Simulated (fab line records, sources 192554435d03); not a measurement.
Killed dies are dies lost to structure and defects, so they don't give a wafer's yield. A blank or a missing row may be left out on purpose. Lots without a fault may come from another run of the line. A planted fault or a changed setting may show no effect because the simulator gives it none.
fab line records | flow n5_finfet
record lots=6 wafers=17 last_day=17
route steps=1938 shown ILD0@342 SDB@347
lots that met no fault: from a run of the same line without faults
start_h: hours from the record's first day to the start of the lot's first wafer shown | wait_h: hours since the lot's step before | " the same as in the row above | L1.1+2: a row that stands for several wafers | - no value, or no start given | * or withheld: withheld | < > ~ a bound
route shown NAME@n: a module of which the file shows steps, and the number in the route of the first | usual: mean/standard deviation of fault-free wafers | same: alike in all rows | chamber/n: place in a boat | sites: the reading at each site | _std_site: their standard deviation | _edge_site: outer sites' mean less inner sites' | radius_mm: how far each site lies from the wafer's centre | mask NAME#n: copy n | behind: the tool/chamber that last shaped the wafer | hold: why the lot was held/for how many hours/how that ended | device: the transistor (n, p or np) that didn't switch | end of line: the same wafers' tests at the end of the route | a step without rows: its recipe alone | killed: dies lost to structure and defects at the first sort, not the wafer's yield | map: a wafer's dies, x killed, . not, _ none there
set.NAME: the setting as run; set.NAME@STEP: as run at that earlier step | model.NAME: the simulator's own value behind a step, which no gauge read
lots at some steps of the route; a table a step, a row a wafer
services: from which hour (start_h, from the record's first day; less than 0 if before it) a tool's chamber was out of use, for how many hours, and why
## steps
# step N5_ILD0_PRECLEAN_10
# recipe chemistry=NF3:NH3 afs_cycles=5 time_s=20 temp_c=30 sublimation_temp_c=180 sublimation_time_s=60 pressure_torr=3 rf_power_w=30
# step N5_ILD0_ALD_15
# recipe material=SiNx target_thk_a=240 temp_c=400 ald_precursor_family=SiH2I2 ald_co_reactant=N2/H2-plasma pulse_time_s=1 ald_cycles=480 purge_time_s=2 co_reactant_purge_time_s=2 pressure_torr=2
# usual heater_power_w=846/95 precursor_pulse_height_rel=1.002/0.02
# columns lot.wafer tool chamber start_h wait_h heater_power_w precursor_pulse_height_rel
L175.1 ald_sin-03 1 68.98 0.6 1036 1.017
L175.2 " 2 " " 849 0.981
L175.3 " 0 " " 870 1.015
L181.2 ald_sin-01 3 106.50 0.5 913 1.013
L181.4 " 2 " " 828 0.990
L181.5 " 3 107.58 1.2 882 1.009
L182.2 ald_sin-03 2 110.32 0.5 846 1.007
L182.5 " 1 111.40 1.2 1031 1.016
L182.6 " 2 " " 847 1.000
L188.2 ald_sin-01 2 145.96 0.5 827 1.010
L188.3 " 3 " " 925 0.993
L188.6 " 0 147.05 1.1 825 1.005
L192.4 ald_sin-03 2 169.63 0.5 850 0.995
L192.5 " 0 170.71 1.5 873 1.034
L197.1 ald_sin-03 2 204.86 0.6 827 1.023
L197.3 " 0 " " 840 0.989
L197.5 " 3 205.94 1.2 734 0.970
# step N5_ILD0_CMP_12
# recipe stop_on=poly-Si material=SiNx t_overpolish_s=6 post_cmp_clean=alkaline_brush down_force_psi=2.5 platen_rpm=51.8 pad_velocity_m_s=1.0307 target_thk_nm=17.67
# usual motor_current_A=9.5/0.89 overpolish_run_s=6.002/0.0095 time_to_endpoint_s=28/3.8
# columns lot.wafer tool chamber start_h wait_h motor_current_A overpolish_run_s time_to_endpoint_s
L175.3 cmp-04 2 71.18 1.1 11.1 6.011 23
L175.1 " 3 " " 10.4 5.992 21
L175.2 " 1 " " 7.7 6.018 30
L181.4 cmp-01 1 108.89 1.3 9.4 5.989 30
L181.2 " 3 " " 8.8 6.010 33
L181.5 " 1 " " 8.8 6.013 30
L182.2 cmp-03 3 112.82 1.4 10.8 6.003 30
L182.5 " 0 " " 10.0 5.993 32
L182.6 " 1 " " 8.8 6.004 20
L188.2 cmp-01 2 148.16 1.1 7.8 5.993 26
L188.3 " 0 " " 9.2 5.997 25
L188.6 " 2 " " 7.7 6.011 30
L192.4 cmp-03 1 171.83 1.1 9.2 6.008 24
L192.5 " 1 " " 9.0 5.984 23
L197.3 cmp-03 2 207.06 1.1 10.3 6.004 27
L197.1 " 1 " " 9.7 5.996 22
L197.5 " 2 " " 9.5 6.012 24
# step N5_ILD0_THK_MEAS_13
# usual thk_nm=17.3/1.5
# columns lot.wafer tool chamber start_h wait_h thk_nm
L175.1 film_metro-01 - 71.47 - 15.4
L175.2 " - " " 19.0
L175.3 " - " " 17.0
L181.2 film_metro-02 - 109.15 - 18.9
L181.4 " - " " 18.9
L181.5 " - " " 19.7
L182.2 film_metro-01 - 113.00 - 18.0
L182.5 " - " " 17.9
L182.6 " - " " 15.9
L188.2 film_metro-01 - 148.46 - 17.1
L188.3 " - " " 15.2
L188.6 " - " " 15.8
L192.4 film_metro-02 - 172.12 - 15.2
L192.5 " - " " 14.3
L197.1 film_metro-02 - 207.35 - 14.4
L197.3 " - " " 15.7
L197.5 " - " " 14.8
# step N5_ILD0_INSPECT_06
# recipe inspect_instrument=darkfield mode=post_cmp
# usual raw_defect_count=36/15
# columns lot.wafer tool chamber start_h wait_h raw_defect_count
L175.1 defect_inspect-02 - 71.50 0.0 33
L175.2 " - " " 18
L175.3 " - " " 23
L181.2 defect_inspect-01 - 109.17 0.0 23
L181.4 " - " " 35
L181.5 " - " " 27
L182.2 defect_inspect-02 - 113.03 0.0 28
L182.5 " - " " 14
L182.6 " - " " 51
L188.2 defect_inspect-02 - 148.48 0.0 38
L188.3 " - " " 60
L188.6 " - " " 26
L192.4 defect_inspect-02 - 172.15 0.0 40
L192.5 " - " " 27
L197.1 defect_inspect-02 - 207.38 0.0 42
L197.3 " - " " 16
L197.5 " - " " 28
# step N5_SDB_HM_DEP_00
# recipe material=SiNx target_thk_a=400 temp_c=400 precursor=SiH4/NH3/N2 pressure_torr=1.5 rf_w=300 time_s=35.3
# usual heater_power_w=737/93 showerhead_plenum_p_Torr=5.13/0.057 throttle_valve_pct=40.6/1.4
# columns lot.wafer tool chamber start_h wait_h heater_power_w showerhead_plenum_p_Torr throttle_valve_pct
L175.1 pecvd-01 2 71.54 0.0 691 5.16 38.9
L175.2 " 0 " " 752 5.17 42.8
L175.3 " 1 " " 828 5.14 41.7
L181.2 pecvd-04 0 109.21 0.0 707 5.08 40.8
L181.4 " 2 " " 783 5.08 39.9
L181.5 " 0 " " 573 5.11 40.7
L182.2 pecvd-03 1 113.07 0.0 779 5.04 40.6
L182.5 " 2 " " 673 5.14 38.0
L182.6 " 1 " " 765 5.02 40.6
L188.2 pecvd-01 2 148.52 0.0 717 5.14 39.3
L188.3 " 1 " " 919 5.14 41.5
L188.6 " 2 " " 723 5.16 39.3
L192.4 pecvd-03 0 172.21 0.1 630 5.20 43.5
L192.5 " 1 " " 783 5.03 40.6
L197.1 pecvd-04 2 207.42 0.0 754 5.08 40.8
L197.3 " 1 " " 899 5.19 39.7
L197.5 " 2 " " 744 5.08 40.8
# step N5_SDB_COAT_03
# recipe resist=SOC temp_c=250 time_s=60 spin_rpm=1500 resist_thk_nm=100
# step N5_SDB_COAT_04
# recipe resist=SiARC temp_c=220 time_s=60 spin_rpm=1500 resist_thk_nm=18
# step N5_SDB_COAT_05
# recipe resist=CAR-ArF spin_rpm=1500 resist_thk_nm=90
# step N5_SDB_EBR_07
# recipe solvent=PGMEA ebr_width_mm=1.5
# step N5_SDB_SOFTBAKE_06
# recipe temp_c=110 time_s=60 resist=CAR-ArF
# step N5_SDB_EXPOSE_08
# recipe mask_id=SDB na=1.35 source_shape=conventional sigma_outer=0.5 polarization=unpolarized dose_mj=49.6
# step N5_SDB_PEB_09
# recipe peb_temp_c=withheld peb_time_s=60 resist=CAR-ArF
# usual chill_plate_temp_C=23.01/0.098 exhaust_pa=44.9/0.91
# columns lot.wafer tool chamber start_h wait_h chill_plate_temp_C exhaust_pa
L175.1 litho_track-01 0 71.79 0.1 23.16 45.1
L175.2 " 0 " " 23.10 44.4
L175.3 " 0 " " 22.93 44.0
L181.2 litho_track-03 - 109.50 0.0 - -
L181.4 " - " " - -
L181.5 " - " " - -
L182.2 litho_track-05 - 113.45 0.0 - -
L182.5 " - " " - -
L182.6 " - " " - -
L188.2 litho_track-05 0 148.90 0.0 23.00 44.8
L188.3 " 0 " " 23.02 45.3
L188.6 " 0 " " 22.95 45.0
L192.4 litho_track-03 0 172.57 0.0 22.92 44.9
L192.5 " 0 " " 22.94 43.2
L197.1 litho_track-01 0 207.83 0.1 22.98 45.2
L197.3 " 0 " " 23.13 44.2
L197.5 " 0 " " 22.95 45.1
# step N5_SDB_DEVELOP_10
# recipe develop_time_s=30 developer=TMAH resist=CAR-ArF rinse_liquid=diw dry=air_spin dev_temp_c=23
## services
# columns tool chamber start_h hours kind
pecvd-04 1 49.31 22.6 repair
ald_sin-03 - 51.05 1.7 repair
cmp-01 - 62.88 1.3 repair
cmp-01 - 77.63 3.9 repair
cmp-03 - 84.39 5.3 pm
pecvd-03 - 88.57 0.7 repair
cmp-01 - 91.16 17.3 pm
pecvd-04 - 112.89 4.0 repair
pecvd-01 2 126.20 21.6 repair
cmp-03 - 128.69 10.4 pm
cmp-01 - 141.81 1.9 repair
cmp-04 - 145.70 4.9 pm
ald_sin-03 0 149.07 8.7 repair
pecvd-03 - 150.42 1.3 repair
ald_sin-03 - 164.77 4.3 pm
cmp-03 - 165.98 4.6 repair
ald_sin-03 - 176.75 14.0 pm
pecvd-01 - 177.10 1.7 repair
cmp-04 - 184.76 10.6 repair
cmp-01 - 187.15 1.7 repair
pecvd-04 0 193.65 15.3 repair
cmp-03 - 195.14 4.0 pm
ald_sin-01 - 199.61 1.2 repair
cmp-01 - 207.58 2.0 repair
## key
first_sign step=N5_SDB_PEB_09 reading=tool_record direction=missing
effect none on later readings
met_at N5_SDB_PEB_09
struck_wafers L181.2,L181.4,L181.5,L182.2,L182.5,L182.6
later_rows_left_out L181.2,L181.4,L181.5,L182.2,L182.5,L182.6
sort_left_out L181.2,L181.4,L181.5,L182.2,L182.5,L182.6
tester_left_out L181,L182
fault kind=skipped_step_whole tool=litho_track-03,litho_track-05 chamber=- onset_h=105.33 steps=N5_SDB_PEB_09 scope=struck_lots_only
# tester_left_out: of these lots the tester's yield and bins aren't shown, on N5 and GAA mostly nor the transistor test; their killed dies are dies lost to structure and defects alone, not to doping, threshold or leakage, so they don't give the yield
# sort_left_out: the simulated sort isn't trusted on such a fault, so these wafers' sort isn't shown, and their yield isn't known
# later_rows_left_out: the simulator's readings of these wafers behind a module that went badly wrong aren't trusted and aren't shown, but for the sort
